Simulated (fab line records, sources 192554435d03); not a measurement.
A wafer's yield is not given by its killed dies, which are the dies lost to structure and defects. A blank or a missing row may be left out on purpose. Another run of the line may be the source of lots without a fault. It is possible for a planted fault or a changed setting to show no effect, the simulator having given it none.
A lot that was struck, set against a sound lot    flow n5Finfet    26 out of 1938 route steps
Sound: the wafers L763.1, L763.2, L763.6. Struck: wafers L776.2, L776.3, L776.5. The cause is named last.
Order at every step that has rows: each side's tool, ch and its chambers, its first start. Under that, the readings that differ: sound wafers    struck wafers    difference of the means    sigmas: that difference in standard deviations of wafers without a fault.
alike: same words and numbers on both sides, and readings whose means sit less than 2 such deviations apart. not compared: any withheld reading, any reading some wafer has no value for, any bound like >300 that may hide the same value, and any number with overlapping values for which the record gives no deviation.
A row with sigmas, a row that says differs or no value, or rows on one side alone: a step with any of these is where the two part. When numbers do not overlap yet have no deviation, they are printed without sigmas and do not part them. A reading that every wafer of one side lacks parts them only if that side has two wafers or more.

first, 1 step without rows for these wafers: N5_GATE_CUT_ETCHBACK_00 (etches W in SF6/Cl2).
N5_GATE_CUT_ETCH_56: etches TiN in Cl2/Ar, target depth 21.6 nm.
  sound on rieMetal-03 ch 0,1, day 4 08:36; struck on rieMetal-03 ch 0,1, day 7 16:56
  alike: drypumpMotorCurrentA, heBacksideLeakSccm, oesProductAu, rfFwdPowerW, throttleValvePct
  not compared: rfHoursCounterH
then, 2 steps without rows for these wafers: N5_GATE_CUT_ETCHBACK_30 (etches TiN in Cl2/Ar, target depth 3 nm); N5_GATE_CUT_VAPOR_ETCH_60 (etches HfO2 in BCl3/Cl2).
N5_GATE_CUT_ETCH_58: etches SiNx in CH3F/O2, target depth 17 nm, time 128.6 s.
  sound on rieDiel-06 ch 0,1,3, day 4 08:49; struck on rieDiel-02 ch 1,2,3, day 7 17:07
  alike: drypumpMotorCurrentA, oesProductAu, rfFwdPowerW, rfVppV, showerheadPlenumPTorr, throttleValvePct
  not compared: rfHoursCounterH
N5_GATE_CUT_STRIP_59: strips in N2/H2, time 20 s.
  sound on rieDiel-06 ch 0,1,3, day 4 08:55; struck on rieDiel-02 ch 1,2,3, day 7 17:13
  alike: drypumpMotorCurrentA, oesProductAu, rfVppV, showerheadPlenumPTorr, throttleValvePct
  not compared: rfHoursCounterH
then, 3 steps without rows for these wafers: N5_GATE_CUT_PRECLEAN_31 (cleans in DIW, time 300 s); N5_GATE_CUT_SRD_32 (time 30 s); N5_GATE_CUT_SAC_CAP_01 (material SiNx, target thk 24 nm, pulse time 1 s, ald cycles 480).
N5_GATE_CUT_PECVD_57: deposits SiNx from SiH4/NH3/N2, target thk 21 nm.
  sound on pecvd-02 ch 0,1,2, day 4 11:20; struck on pecvd-03 ch 0,1, day 7 19:53
  alike: chamberPressureTorr, heaterPowerW, rfFwdPowerW, showerheadPlenumPTorr, throttleValvePct
then, 1 step without rows for these wafers: N5_GATE_CUT_CMP_02 (polishes, stops on SiO2, t overpolish 12.7 s, target thk 0 nm).
N5_GATE_CUT_HM_DEP_46: deposits SiO2 from TEOS/O2, target thk 130 nm, time 26.6 s.
  sound on pecvd-01 ch 1,2, day 4 11:44; struck on pecvd-01 ch 0,1, day 7 20:17
  alike: chamberPressureTorr, heaterPowerW, rfFwdPowerW, showerheadPlenumPTorr, throttleValvePct
then, 9 steps without rows for these wafers: N5_GATE_CUT_COAT_34 (time 60 s, resist thk 60 nm); N5_GATE_CUT_COAT_35 (time 60 s, resist thk 10 nm); N5_GATE_CUT_COAT_27 (time 60 s, resist thk 10 nm); N5_GATE_CUT_COAT_07 (resist thk 30 nm); N5_GATE_CUT_EBR_09; N5_GATE_CUT_SOFTBAKE_08 (time 60 s); N5_GATE_CUT_EXPOSE_10 (exposes mask GATE CUT, target cd 20 nm); N5_GATE_CUT_PEB_11 (peb time 60 s); N5_GATE_CUT_DEVELOP_12 (develop time 30 s).
N5_GATE_CUT_CD_MEAS_13: the cd target is 20 nm.
  sound on cdSem-03 ch 0, day 4 12:04; struck on cdSem-02 ch 0, day 7 20:39
  alike: cdNm
N5_GATE_CUT_OVL_MEAS_14:
  sound on overlay-01 ch 0, day 4 12:06; struck on overlay-01 ch 0, day 7 20:41
  alike: GATE_CUT_OVL
N5_GATE_CUT_INSPECT_15: inspects for defects (brightfield).
  struck on defectInspect-02, day 7 20:44; sound on defectInspect-02, day 4 12:10
reading         sound      struck       difference  sigmas
rawDefectCount  92 130 96  844 878 831  +745        +19
N5_GATE_CUT_DESCUM_18: chemistry O2, time 7 s.
  sound on rieDiel-06 ch 1,2,3, day 4 12:11; struck on rieDiel-03 ch 0,1,2, day 7 21:17
  alike: drypumpMotorCurrentA, oesProductAu, rfFwdPowerW, rfVppV, showerheadPlenumPTorr, throttleValvePct
  not compared: rfHoursCounterH
-- here the record skips 8 days between the struck wafers' starts before and after, leaving off in module GATE_CUT and picking up in module PASSIVATION (first step shown: number 1936 of the route) --
N5_PASSIVATION_PROBE_49:
  only the struck wafers here have rows in the record (prober-02, day 15 09:55); the sound ones have none

## WHERE THEY PART
At N5_GATE_CUT_INSPECT_15 first; at N5_PASSIVATION_PROBE_49 last (within this record only).

WHY: the cause the simulator had injected
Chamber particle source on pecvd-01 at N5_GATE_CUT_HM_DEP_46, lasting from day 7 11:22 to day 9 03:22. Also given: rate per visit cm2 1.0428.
